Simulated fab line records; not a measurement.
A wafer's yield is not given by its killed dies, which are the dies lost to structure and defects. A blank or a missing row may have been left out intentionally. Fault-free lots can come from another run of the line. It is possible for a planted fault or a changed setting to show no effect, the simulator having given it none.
Which of the tools did it? | flow n5Finfet | Sampling: 12 lots, 34 wafers, 4 of 1938 route steps

## WHAT EACH GAUGE READ, for each wafer
N5_BEOL_M12_CD_MEAS_10: the cd target is 140 nm. Usual: cdNm reads 141.0 nm (standard deviation 2.5).
lot  | measured     | on       | cdNm (nm)         | flag
L493 | day 10 21:12 | cdSem-01 | 140.8 137.9 142.8 | 
L492 | day 11 09:25 | cdSem-03 | 141.6 137.9       | 
L494 | day 11 10:58 | cdSem-03 | 138.6 138.7 141.4 | 
L496 | day 12 04:05 | cdSem-01 | 142.9 139.8 144.5 | 
L497 | day 12 08:37 | cdSem-02 | 145.6 147.2 142.1 | 
L499 | day 12 18:32 | cdSem-01 | 140.8 141.8       | 
L501 | day 13 08:52 | cdSem-02 | 142.1 141.4 144.4 | 
L506 | day 14 22:23 | cdSem-02 | 136.3 140.3 141.5 | 
L509 | day 15 12:48 | cdSem-03 | 144.2 142.6 141.0 | 
L512 | day 15 21:16 | cdSem-02 | 139.8 141.1 138.2 | 
L511 | day 16 05:58 | cdSem-03 | 140.9 143.7 142.3 | 
L513 | day 16 20:46 | cdSem-02 | 143.0 142.1 145.7 | 

N5_BEOL_M12_OVL_MEAS_29. Usual: M12_OVL 3 nm, standard deviation 5.9.
lot  | measured     | on         | M12_OVL (nm) | flag
L493 | day 10 22:10 | overlay-02 | 0 6 1        | 
L492 | day 11 10:29 | overlay-01 | -10 -8       | 
L494 | day 11 11:53 | overlay-02 | -1 -4 1      | 
L496 | day 12 05:05 | overlay-02 | 4 0 4        | 
L497 | day 12 09:35 | overlay-01 | 1 4 2        | 
L499 | day 12 19:34 | overlay-02 | 1 -8         | 
L501 | day 13 09:48 | overlay-02 | 2 -1 0       | 
L506 | day 14 23:22 | overlay-02 | 0 10 6       | 
L509 | day 15 13:44 | overlay-01 | 9 16 14      | 
L512 | day 15 22:13 | overlay-01 | -5 -3 0      | 
L511 | day 16 07:02 | overlay-01 | 2 -2 4       | 
L513 | day 16 21:49 | overlay-02 | -6 2 0       | 

## TOOL THAT RAN EACH LOT (tool first, then ch and the chambers of the sampled wafers, then the start)
lot  | N5_BEOL_M12_STRIP_63                | N5_BEOL_M12_COAT_66
L493 | plasmaAsher-01 ch 0,1, day 10 21:34 | lithoTrack-02 ch 0, day 10 21:52
L492 | plasmaAsher-02 ch 1, day 11 09:47   | lithoTrack-01 ch 0, day 11 10:02
L494 | plasmaAsher-01 ch 0, day 11 11:20   | lithoTrack-04 ch 0, day 11 11:35
L496 | plasmaAsher-02 ch 0,1, day 12 04:27 | lithoTrack-01 ch 0, day 12 04:46
L497 | plasmaAsher-01 ch 0,1, day 12 08:59 | lithoTrack-02 ch 0, day 12 09:16
L499 | plasmaAsher-01 ch 1, day 12 19:01   | lithoTrack-04 ch 0, day 12 19:16
L501 | plasmaAsher-01 ch 0,1, day 13 09:14 | lithoTrack-02 ch 0, day 13 09:29
L506 | plasmaAsher-01 ch 0,1, day 14 22:47 | lithoTrack-04 ch 0, day 14 23:02
L509 | plasmaAsher-02 ch 0,1, day 15 13:10 | lithoTrack-04 ch 0, day 15 13:25
L512 | plasmaAsher-01 ch 0,1, day 15 21:40 | lithoTrack-02 ch 0, day 15 21:53
L511 | plasmaAsher-02 ch 0,1, day 16 06:20 | lithoTrack-01 ch 0, day 16 06:35
L513 | plasmaAsher-01 ch 0,1, day 16 21:08 | lithoTrack-02 ch 0, day 16 21:23
- N5_BEOL_M12_STRIP_63: strips in N2/H2.
- N5_BEOL_M12_COAT_66: time 60 s, resist thk 110 nm.

## WHAT THE TOOLS THEMSELVES READ (means of the sampled wafers that have a number; where no wafer has one, the mark that the record gives instead)
N5_BEOL_M12_STRIP_63. Usual: drypumpMotorCurrentA 5.6 A, standard deviation 0.48; heaterPowerW 370 W, standard deviation 29; oesProductAu 0.693 a.u., standard deviation 0.0047; stripTimeToEndpointS 42.7 s, standard deviation 1.2.
lot  | tool           | drypumpMotorCurrentA (A) | heaterPowerW (W) | oesProductAu (a.u.) | stripTimeToEndpointS (s) | flag
L493 | plasmaAsher-01 | 5.3                      | 385              | 0.693               | 43.5                     | 
L492 | plasmaAsher-02 | 6.3                      | 355              | 0.690               | 41.7                     | 
L494 | plasmaAsher-01 | 5.0                      | 419              | 0.693               | 42.8                     | 
L496 | plasmaAsher-02 | 5.9                      | 347              | 0.695               | 43.1                     | 
L497 | plasmaAsher-01 | 5.3                      | 384              | 0.696               | 41.4                     | 
L499 | plasmaAsher-01 | 5.5                      | 370              | 0.697               | 41.6                     | 
L501 | plasmaAsher-01 | 5.2                      | 401              | 0.693               | 43.2                     | 
L506 | plasmaAsher-01 | 5.3                      | 379              | 0.693               | 44.3                     | 
L509 | plasmaAsher-02 | 6.1                      | 350              | 0.693               | 42.4                     | 
L512 | plasmaAsher-01 | 5.2                      | 404              | 0.689               | 42.7                     | 
L511 | plasmaAsher-02 | 6.1                      | 355              | 0.691               | 42.2                     | 
L513 | plasmaAsher-01 | 5.3                      | 380              | 0.694               | 43.0                     | 

N5_BEOL_M12_COAT_66. Usual: heaterPowerTotalW 427.6 W, standard deviation 2; plateTempC 219.98 C, standard deviation 0.16.
lot  | tool          | heaterPowerTotalW (W) | plateTempC (C) | flag
L493 | lithoTrack-02 | 425.3                 | 220.15         | 
L492 | lithoTrack-01 | 425.6                 | 219.93         | 
L494 | lithoTrack-04 | 427.9                 | 220.07         | 
L496 | lithoTrack-01 | 427.6                 | 220.13         | 
L497 | lithoTrack-02 | 429.4                 | 219.93         | 
L499 | lithoTrack-04 | 428.4                 | 219.78         | 
L501 | lithoTrack-02 | 427.4                 | 219.82         | 
L506 | lithoTrack-04 | 442.3                 | 226.22         | OFF
L509 | lithoTrack-04 | 442.5                 | 226.53         | OFF
L512 | lithoTrack-02 | 426.1                 | 219.91         | 
L511 | lithoTrack-01 | 428.2                 | 219.99         | 
L513 | lithoTrack-02 | 427.6                 | 220.08         | 

## THE ANSWER, worked out from the rows above alone
Rule: a lot counts as off when the mean over its wafers that have a number is more than 3 standard deviations away from the usual mean. A lot without any number at a reading at which 4 lots or more have one is off too. Where the step has rows for the other lots, those lots are counted as sound. After the gauges, taken in route order, come the tools' own readings; for these a lot's mean is taken, as printed above. At the first step where some lot is off, the reading lying furthest off is the one used; lots without a number count as furthest.
Off: L506, L509, at N5_BEOL_M12_COAT_66 (plateTempC).
If a tool, at that step or one of the process steps before it, ran each lot that is off and ran no sound lot following the first of them, it fits. One candidate fits, namely lithoTrack-04 at N5_BEOL_M12_COAT_66. A fault onset in the window from L499 (day 12 19:16, its last sound lot) to L506 (day 14 23:02, its first lot off) fits.
The tool's own readings at N5_BEOL_M12_COAT_66 bear it out: on the lots that are off they differ by more than 5 times the standard deviation of the sound lots' means. heaterPowerTotalW reads 442.4 W there against 427.4 W on the sound lots; plateTempC reads 226.38 C there against 219.98 C on the sound lots.

## WHAT THE SIMULATOR HAD PUT IN
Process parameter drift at N5_BEOL_M12_COAT_66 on lithoTrack-04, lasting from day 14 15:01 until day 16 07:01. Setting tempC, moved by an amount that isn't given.
Shown lots that were struck: L506, L509. The rule above reached the same finding.
